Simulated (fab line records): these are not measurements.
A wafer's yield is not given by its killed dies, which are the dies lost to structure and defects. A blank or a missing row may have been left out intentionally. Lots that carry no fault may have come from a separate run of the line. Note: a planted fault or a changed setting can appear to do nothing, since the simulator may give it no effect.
What tool caused it? -- flow nandHarc -- Sampling: 21 lots, 63 wafers, 6 of 1159 route steps

WHAT EACH GAUGE READ, for each wafer
Not one reading of a measure or inspect step in the record can be checked against a usual standard deviation.

WHICH TOOL RAN EACH LOT (tool, then ch and the chambers of the sampled wafers, then the start)
lot,NHARC_P_STI_ETCH_42,NHARC_P_GATE_STRIP_108,NHARC_P_CONTACT_STRIP_28,NHARC_P_CONTACT_DEGAS_38,NHARC_P_M0_STRIP_18,NHARC_P_M0_PVD_20
L074,"rieDiel-11 ch 0,1,2, day 2 16:27","rieDiel-08 ch 0,1, day 5 00:33","rieDiel-13 ch 0,2,3, day 6 00:24","pvdSputter-03, day 6 01:02","rieDiel-06 ch 1,2, day 6 10:28","pvdSputter-02, no start"
L075,"rieDiel-01 ch 0,3, day 2 16:36","rieDiel-05 ch 2,3, day 5 00:53","rieDiel-03 ch 1,2,3, day 5 23:49","pvdSputter-01, day 6 00:26","rieDiel-07 ch 0,2, day 6 08:26","pvdSputter-02, no start"
L076,"rieDiel-10 ch 0,1,2, day 3 03:16","rieDiel-12 ch 1,2,3, day 5 07:38","rieDiel-13 ch 0,1,2, day 6 04:31","pvdSputter-02, day 6 05:08","rieDiel-04 ch 0,2,3, day 6 17:43","pvdSputter-02, no start"
L077,"rieDiel-01 ch 1,2, day 3 08:08","rieDiel-12 ch 0,1,3, day 5 15:41","rieDiel-02 ch 0,1,3, day 6 12:20","pvdSputter-01, day 6 12:58","rieDiel-04 ch 0,1,3, day 6 21:50","pvdSputter-01, no start"
L079,"rieDiel-10 ch 0,2,3, day 3 17:53","rieDiel-08 ch 0,2,3, day 5 23:25","rieDiel-13 ch 1,2,3, day 6 19:46","pvdSputter-03, day 6 20:22","rieDiel-07 ch 0,1, day 7 01:38","pvdSputter-03, no start"
L080,"rieDiel-11 ch 1,2,3, day 4 00:01","rieDiel-05 ch 0,1,3, day 6 06:04","rieDiel-13 ch 1,3, day 7 02:27","pvdSputter-03, day 7 03:05","rieDiel-07 ch 1,2,3, day 7 06:40","pvdSputter-01, no start"
L081,"rieDiel-11 ch 0,1,3, day 4 07:51","rieDiel-05 ch 1,2, day 6 14:13","rieDiel-13 ch 0,1,3, day 7 11:03","pvdSputter-03, day 7 11:40","rieDiel-06 ch 2,3, day 7 15:29","pvdSputter-02, no start"
L082,"rieDiel-10 ch 1,2, day 4 08:01","rieDiel-12 ch 0,3, day 6 14:10","rieDiel-13 ch 0,1, day 7 16:48","pvdSputter-02, day 7 17:27","rieDiel-07 ch 2,3, day 8 02:28","pvdSputter-01, no start"
L083,"rieDiel-10 ch 0,1,3, day 4 18:49","rieDiel-05 ch 0,1, day 6 21:09","rieDiel-13 ch 1,2,3, day 7 20:18","pvdSputter-03, day 7 20:55","rieDiel-04 ch 0,2, day 8 05:36","pvdSputter-03, no start"
L084,"rieDiel-01 ch 2,3, day 4 23:40","rieDiel-12 ch 0,1, day 7 03:17","rieDiel-13 ch 0,1,3, day 7 23:40","pvdSputter-03, day 8 00:17","rieDiel-06 ch 1,2,3, day 8 08:56","pvdSputter-02, no start"
L085,"rieDiel-11 ch 0,2,3, day 5 06:11","rieDiel-12 ch 0,3, day 7 22:46","rieDiel-03 ch 0,1,2, day 9 00:16","pvdSputter-03, day 9 00:54","rieDiel-06 ch 0,2, day 9 05:07","pvdSputter-03, no start"
L086,"rieDiel-01 ch 0,2,3, day 5 17:11","rieDiel-12 ch 0,2,3, day 7 22:20","rieDiel-13 ch 0,2,3, day 8 21:17","pvdSputter-02, day 8 21:53","rieDiel-07 ch 0,3, day 9 03:43","pvdSputter-01, no start"
L088,"rieDiel-01 ch 0,1, day 5 21:40","rieDiel-08 ch 0,2, day 7 21:25","rieDiel-03 ch 0,1,2, day 8 18:12","pvdSputter-01, day 8 18:51","rieDiel-04 ch 2,3, day 8 21:42","pvdSputter-01, no start"
L087,"rieDiel-10 ch 0,1, day 5 21:50","rieDiel-12 ch 0,2,3, day 7 20:55","rieDiel-13 ch 0,2,3, day 8 19:31","pvdSputter-01, day 8 20:09","rieDiel-06 ch 0,1,2, day 9 03:05","pvdSputter-02, no start"
L089,"rieDiel-01 ch 0,1,3, day 6 06:32","rieDiel-08 ch 0,1,3, day 8 10:13","rieDiel-03 ch 0,3, day 9 06:23","pvdSputter-02, day 9 07:01","rieDiel-06 ch 1,3, day 9 14:31","pvdSputter-01, no start"
L091,"rieDiel-11 ch 0,1,3, day 6 13:52","rieDiel-12 ch 1,3, day 8 18:55","rieDiel-03 ch 0,1,3, day 9 16:10","pvdSputter-02, day 9 16:50","rieDiel-07 ch 0,2, day 9 23:02","pvdSputter-03, no start"
L090,"rieDiel-10 ch 0,1, day 6 14:01","rieDiel-08 ch 0,2, day 8 18:49","rieDiel-13 ch 0,2,3, day 9 15:48","pvdSputter-03, day 9 16:24","rieDiel-06 ch 0,3, day 9 22:43","pvdSputter-03, no start"
L092,"rieDiel-01 ch 1,3, day 7 03:08","rieDiel-08 ch 0,1,2, day 9 13:32","rieDiel-03 ch 1,2,3, day 10 10:28","pvdSputter-03, day 10 11:05","rieDiel-06 ch 0,2,3, day 10 18:56","pvdSputter-02, no start"
L093,"rieDiel-11 ch 1,3, day 7 03:17","rieDiel-08 ch 2,3, day 9 12:29","rieDiel-03 ch 1,2,3, day 10 09:00","pvdSputter-02, day 10 09:37","rieDiel-04 ch 0,3, day 10 13:55","pvdSputter-03, no start"
L095,"rieDiel-10 ch 0,1,2, day 7 17:08","rieDiel-12 ch 0,2,3, day 10 02:45","rieDiel-02 ch 0,2,3, day 10 23:45","pvdSputter-01, day 11 00:22","rieDiel-04 ch 0,1, day 11 03:36","pvdSputter-03, no start"
L097,"rieDiel-11 ch 0,1,2, day 8 05:26","rieDiel-05 ch 0,3, day 10 09:40","rieDiel-02 ch 0,2, day 11 06:22","pvdSputter-02, day 11 07:01","rieDiel-07 ch 0,1,3, day 11 11:23","pvdSputter-03, no start"
- NHARC_P_STI_ETCH_42: etches the open film in N2/H2, target depth 80 nm, overetch 24 nm, time 61 s.
- NHARC_P_GATE_STRIP_108: strips in O2.
- NHARC_P_CONTACT_STRIP_28: strips in O2.
- NHARC_P_CONTACT_DEGAS_38: time 60 s.
- NHARC_P_M0_STRIP_18: strips in N2/H2.
- NHARC_P_M0_PVD_20: deposits TaN, target thk 5 nm, time 8.06 s.

WHAT THE TOOLS THEMSELVES READ (means of the sampled wafers that have a number; where no wafer has one, the mark that the record gives instead)
NHARC_P_STI_ETCH_42. Usual: value, then standard deviation, for each; biasW 149.9 W / 0.45; drypumpMotorCurrentA 5.76 A / 0.26; n2FlowSccm 149.9 sccm / 0.44; oesProductAu 0.998 a.u. / 0.017; rfVppV 431.0 V / 1.9; showerheadPlenumPTorr 2.06 Torr / 0.065; throttleValvePct 14.171 % / 0.0091.
lot,tool,biasW (W),drypumpMotorCurrentA (A),n2FlowSccm (sccm),oesProductAu (a.u.),rfVppV (V),showerheadPlenumPTorr (Torr),throttleValvePct (%),flag
L074,rieDiel-11,149.7,5.59,150.3,1.002,431.5,2.05,14.181,
L075,rieDiel-01,150.0,5.71,149.9,1.010,432.6,2.10,14.172,
L076,rieDiel-10,149.7,5.69,149.6,0.994,430.7,2.05,14.170,
L077,rieDiel-01,149.9,5.85,149.3,0.992,430.0,2.01,14.169,
L079,rieDiel-10,150.0,5.77,149.9,0.992,430.4,2.05,14.166,
L080,rieDiel-11,149.9,5.76,150.0,1.013,431.7,2.08,14.168,
L081,rieDiel-11,150.3,5.71,149.9,0.998,433.3,2.12,14.170,
L082,rieDiel-10,150.0,5.94,150.3,0.994,429.0,1.99,14.167,
L083,rieDiel-10,149.9,5.68,150.0,0.998,432.4,2.08,14.171,
L084,rieDiel-01,149.9,5.85,150.1,1.007,431.1,2.03,14.172,
L085,rieDiel-11,149.8,5.85,149.9,0.992,432.2,2.09,14.171,
L086,rieDiel-01,149.7,5.79,149.6,1.011,430.1,2.06,14.162,
L088,rieDiel-01,149.7,5.73,149.7,1.006,431.7,2.09,14.168,
L087,rieDiel-10,150.2,5.59,150.5,0.984,430.7,2.07,14.162,
L089,rieDiel-01,149.7,5.75,150.4,0.992,430.8,2.06,14.179,
L091,rieDiel-11,149.5,5.71,150.1,1.001,433.0,2.12,14.166,
L090,rieDiel-10,150.3,5.40,149.7,0.996,432.5,2.11,14.174,
L092,rieDiel-01,149.9,5.81,150.0,0.987,430.0,2.02,14.170,
L093,rieDiel-11,149.7,5.88,149.7,1.018,433.6,2.15,14.174,
L095,rieDiel-10,150.2,5.69,149.7,0.996,430.5,2.05,14.166,
L097,rieDiel-11,149.7,5.57,149.6,0.996,430.4,2.05,14.171,

NHARC_P_GATE_STRIP_108. Usual: drypumpMotorCurrentA 6.0 A, standard deviation 0.47; oesProductAu 1.003 a.u., standard deviation 0.011; rfVppV 57.6 V, standard deviation 0.83; showerheadPlenumPTorr 3.42 Torr, standard deviation 0.1; throttleValvePct 17.035 %, standard deviation 0.0092.
lot,tool,drypumpMotorCurrentA (A),oesProductAu (a.u.),rfVppV (V),showerheadPlenumPTorr (Torr),throttleValvePct (%),flag
L074,rieDiel-08,6.1,0.998,58.2,3.36,17.039,
L075,rieDiel-05,5.3,1.004,57.6,3.40,17.036,
L076,rieDiel-12,5.9,1.008,58.6,3.46,17.027,
L077,rieDiel-12,6.3,1.014,57.2,3.44,17.044,
L079,rieDiel-08,6.0,1.001,56.4,3.39,17.033,
L080,rieDiel-05,5.6,1.003,57.5,3.42,17.043,
L081,rieDiel-05,6.1,1.001,57.9,3.39,17.036,
L082,rieDiel-12,6.4,1.025,57.5,3.38,17.033,
L083,rieDiel-05,5.9,1.001,57.3,3.38,17.036,
L084,rieDiel-12,6.4,1.002,57.0,3.50,17.045,
L085,rieDiel-12,6.4,1.011,57.1,3.38,17.026,
L086,rieDiel-12,6.1,1.008,57.6,3.46,17.028,
L088,rieDiel-08,5.9,1.004,57.3,3.33,17.034,
L087,rieDiel-12,6.1,1.008,57.7,3.46,17.035,
L089,rieDiel-08,6.2,1.002,57.6,3.39,17.036,
L091,rieDiel-12,6.2,1.007,57.4,3.37,17.030,
L090,rieDiel-08,6.0,1.000,57.1,3.31,17.050,
L092,rieDiel-08,6.1,1.005,57.0,3.32,17.038,
L093,rieDiel-08,6.0,1.007,57.8,3.42,17.028,
L095,rieDiel-12,6.1,0.997,57.7,3.45,17.031,
L097,rieDiel-05,5.5,1.004,57.9,3.37,17.036,

NHARC_P_CONTACT_STRIP_28. Usual: drypumpMotorCurrentA 5.9 A, standard deviation 0.45; oesProductAu 1.004 a.u., standard deviation 0.012; rfVppV 57.8 V, standard deviation 0.89; showerheadPlenumPTorr 3.50 Torr, standard deviation 0.15; throttleValvePct 17.036 %, standard deviation 0.0089.
lot,tool,drypumpMotorCurrentA (A),oesProductAu (a.u.),rfVppV (V),showerheadPlenumPTorr (Torr),throttleValvePct (%),flag
L074,rieDiel-13,6.1,1.002,57.2,3.36,17.039,
L075,rieDiel-03,5.4,0.991,58.2,3.54,17.034,
L076,rieDiel-13,6.2,1.000,57.1,3.47,17.031,
L077,rieDiel-02,5.6,1.012,57.6,3.58,17.040,
L079,rieDiel-13,6.2,1.006,57.4,3.52,17.042,
L080,rieDiel-13,6.0,1.002,59.2,3.56,17.043,
L081,rieDiel-13,6.0,1.008,57.4,3.51,17.032,
L082,rieDiel-13,6.2,1.008,58.4,3.61,17.034,
L083,rieDiel-13,6.2,1.012,56.9,3.52,17.037,
L084,rieDiel-13,6.0,1.005,58.0,3.51,17.042,
L085,rieDiel-03,5.5,0.988,58.0,3.59,17.044,
L086,rieDiel-13,6.1,1.006,56.5,3.36,17.036,
L088,rieDiel-03,5.5,0.993,58.0,3.60,17.042,
L087,rieDiel-13,6.1,1.003,57.5,3.36,17.034,
L089,rieDiel-03,5.7,0.998,58.4,3.55,17.038,
L091,rieDiel-03,5.5,1.015,57.8,3.55,17.038,
L090,rieDiel-13,6.1,1.012,57.4,3.36,17.028,
L092,rieDiel-03,5.4,0.988,57.7,3.54,17.037,
L093,rieDiel-03,5.4,0.995,57.4,3.54,17.041,
L095,rieDiel-02,5.6,1.003,57.5,3.49,17.030,
L097,rieDiel-02,5.9,1.002,58.1,3.41,17.037,

NHARC_P_CONTACT_DEGAS_38. Usual: heaterPowerW at 436 W, with a standard deviation of 48.
lot,tool,heaterPowerW (W),flag
L074,pvdSputter-03,454,
L075,pvdSputter-01,505,
L076,pvdSputter-02,428,
L077,pvdSputter-01,444,
L079,pvdSputter-03,448,
L080,pvdSputter-03,421,
L081,pvdSputter-03,411,
L082,pvdSputter-02,425,
L083,pvdSputter-03,455,
L084,pvdSputter-03,427,
L085,pvdSputter-03,427,
L086,pvdSputter-02,449,
L088,pvdSputter-01,470,
L087,pvdSputter-01,510,
L089,pvdSputter-02,424,
L091,pvdSputter-02,418,
L090,pvdSputter-03,429,
L092,pvdSputter-03,457,
L093,pvdSputter-02,388,
L095,pvdSputter-01,513,
L097,pvdSputter-02,445,

NHARC_P_M0_STRIP_18. Usual: drypumpMotorCurrentA 5.72 A, standard deviation 0.3; n2FlowSccm 149.9 sccm, standard deviation 0.47; oesProductAu 0.998 a.u., standard deviation 0.014; rfVppV 90.7 V, standard deviation 0.97; showerheadPlenumPTorr 2.04 Torr, standard deviation 0.11; throttleValvePct 14.171 %, standard deviation 0.009.
lot,tool,drypumpMotorCurrentA (A),n2FlowSccm (sccm),oesProductAu (a.u.),rfVppV (V),showerheadPlenumPTorr (Torr),throttleValvePct (%),flag
L074,rieDiel-06,5.68,149.6,1.010,91.0,2.12,14.169,
L075,rieDiel-07,5.66,149.8,1.004,90.1,1.91,14.167,
L076,rieDiel-04,5.92,150.2,1.003,91.6,2.07,14.175,
L077,rieDiel-04,5.81,150.3,0.987,91.1,2.07,14.174,
L079,rieDiel-07,5.25,149.9,0.995,91.0,2.11,14.170,
L080,rieDiel-07,5.40,150.7,1.000,90.2,2.01,14.168,
L081,rieDiel-06,5.70,149.9,1.023,90.2,2.07,14.177,
L082,rieDiel-07,5.57,149.8,0.996,89.7,1.92,14.182,
L083,rieDiel-04,5.94,149.7,0.994,90.9,2.03,14.177,
L084,rieDiel-06,5.78,149.5,1.009,91.1,2.05,14.164,
L085,rieDiel-06,5.65,149.7,1.008,92.0,2.19,14.163,
L086,rieDiel-07,5.66,149.4,0.988,90.4,1.92,14.179,
L088,rieDiel-04,6.02,149.8,0.997,90.4,2.02,14.165,
L087,rieDiel-06,5.89,150.2,0.996,91.0,2.11,14.170,
L089,rieDiel-06,6.00,149.9,0.986,89.4,1.96,14.163,
L091,rieDiel-07,5.70,150.1,0.986,90.6,1.92,14.163,
L090,rieDiel-06,5.94,149.8,1.007,91.0,2.05,14.174,
L092,rieDiel-06,5.81,149.6,1.010,91.0,2.12,14.176,
L093,rieDiel-04,5.83,150.2,0.991,91.2,2.12,14.172,
L095,rieDiel-04,5.73,149.9,0.989,90.7,2.02,14.175,
L097,rieDiel-07,5.43,149.7,1.005,90.1,2.02,14.172,

NHARC_P_M0_PVD_20. Usual: cathodeDcPowerW 15000 W, standard deviation 2.7; throttleValvePct 29.8 %, standard deviation 1.1.
lot,tool,cathodeDcPowerW (W),throttleValvePct (%),flag
L074,pvdSputter-02,15003,29.4,
L075,pvdSputter-02,15004,28.6,
L076,pvdSputter-02,15000,29.7,
L077,pvdSputter-01,14999,30.0,
L079,pvdSputter-03,15001,30.4,
L080,pvdSputter-01,15000,30.4,
L081,pvdSputter-02,14998,28.7,
L082,pvdSputter-01,15000,30.7,
L083,pvdSputter-03,14999,30.2,
L084,pvdSputter-02,15002,29.6,
L085,pvdSputter-03,14998,30.4,
L086,pvdSputter-01,15003,31.1,
L088,pvdSputter-01,14998,29.8,
L087,pvdSputter-02,15000,30.0,
L089,pvdSputter-01,15001,30.3,
L091,pvdSputter-03,15000,29.6,
L090,pvdSputter-03,15001,29.7,
L092,pvdSputter-02,15000,29.3,
L093,pvdSputter-03,14999,30.1,
L095,pvdSputter-03,15002,29.5,
L097,pvdSputter-03,15002,29.9,

THE ANSWER, worked out from the rows above alone
Rule: a lot counts as off when the mean over its wafers that have a number is more than 3 standard deviations away from the usual mean. A lot without any number at a reading at which 4 lots or more have one is off too. All remaining lots with rows at the step are treated as sound. The gauges are gone through in route order, then the tools' own readings, and for those a lot's mean is taken as printed above. At the first step where some lot is off, the reading lying furthest off is the one used; lots without a number count as furthest.
Nothing can be told from this: no lot is off at any reading shown.

WHAT THE SIMULATOR HAD PUT IN
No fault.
